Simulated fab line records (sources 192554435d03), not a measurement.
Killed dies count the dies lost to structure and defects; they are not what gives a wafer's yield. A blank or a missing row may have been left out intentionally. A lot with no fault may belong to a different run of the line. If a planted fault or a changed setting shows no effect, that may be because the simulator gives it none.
A single fault, viewed from 2 desks | flow n5 finfet | each desk has only its own numbers; what lay behind them comes last

== AT THE TOOL OWNER'S DESK: litho track-01 ==
The tool's own readings at N5_BEOL_M8_COAT_64 (time 60 s, resist thk 12 nm): means of the sampled wafers that have a number, for each lot that ran on this tool. A lot is out of limits, marked OUT, if its mean lies more than 4 standard deviations from the usual mean; the brackets give that distance.
Columns: A = dispense pressure kPa at N5_BEOL_M8_COAT_64, usual 50 kPa; B = spin speed rpm at N5_BEOL_M8_COAT_64, usual 1500.0 rpm
lot  | first seen here | A  | B
L264 | day 11 17:32    | 46 | 1500.7
L265 | day 11 20:01    | 46 | 1500.3
L273 | day 14 09:34    | 46 | 1242.2 (-99 or more) OUT
L275 | day 15 06:46    | 46 | 1240.1 (-99 or more) OUT
This desk's verdict: out of limits on L273, L275, starting with L273 at day 14 09:34 (spin speed rpm at N5_BEOL_M8_COAT_64). L264, L265 stayed within limits.

== THE DEFECT DESK ==
Per lot, the means of the sampled wafers with a number show what the inspections along the route counted. A lot is out of limits, marked OUT, if its mean lies more than 4 standard deviations from the usual mean; the brackets give that distance.
Columns: A = raw defect count at N5_BEOL_M8_INSPECT_30, usual 396
lot  | first seen here | A
L262 | day 10 13:06    | 414
L264 | day 11 18:01    | 396
L265 | day 11 20:25    | 427
L266 | day 11 21:10    | 367
L267 | day 12 10:44    | 400
L272 | day 14 05:43    | 385
L273 | day 14 09:55    | 452
L275 | day 15 07:14    | 481
L281 | day 16 11:26    | 435
L284 | day 17 10:13    | 390
This desk's finding: nothing out of limits on any of the 10 lots.

== TAKEN TOGETHER ==
On L273, L275, at day 14 09:34, an alarm was possible from the tool owner's desk.
Nothing the defect desk looked at was out of limits.
The defect desk has L273, L275 on record, within its limits.
All the named lots went through N5_BEOL_M8_COAT_64 on litho track-01.

== WHAT THE SIMULATOR HAD PUT IN ==
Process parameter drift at N5_BEOL_M8_COAT_64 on litho track-01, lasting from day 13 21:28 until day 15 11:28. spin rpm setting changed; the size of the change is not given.
Lots struck among those shown: L273, L275.
Time in hours from fault onset to the first out-of-limits reading at each desk: the tool owner's desk, 12.
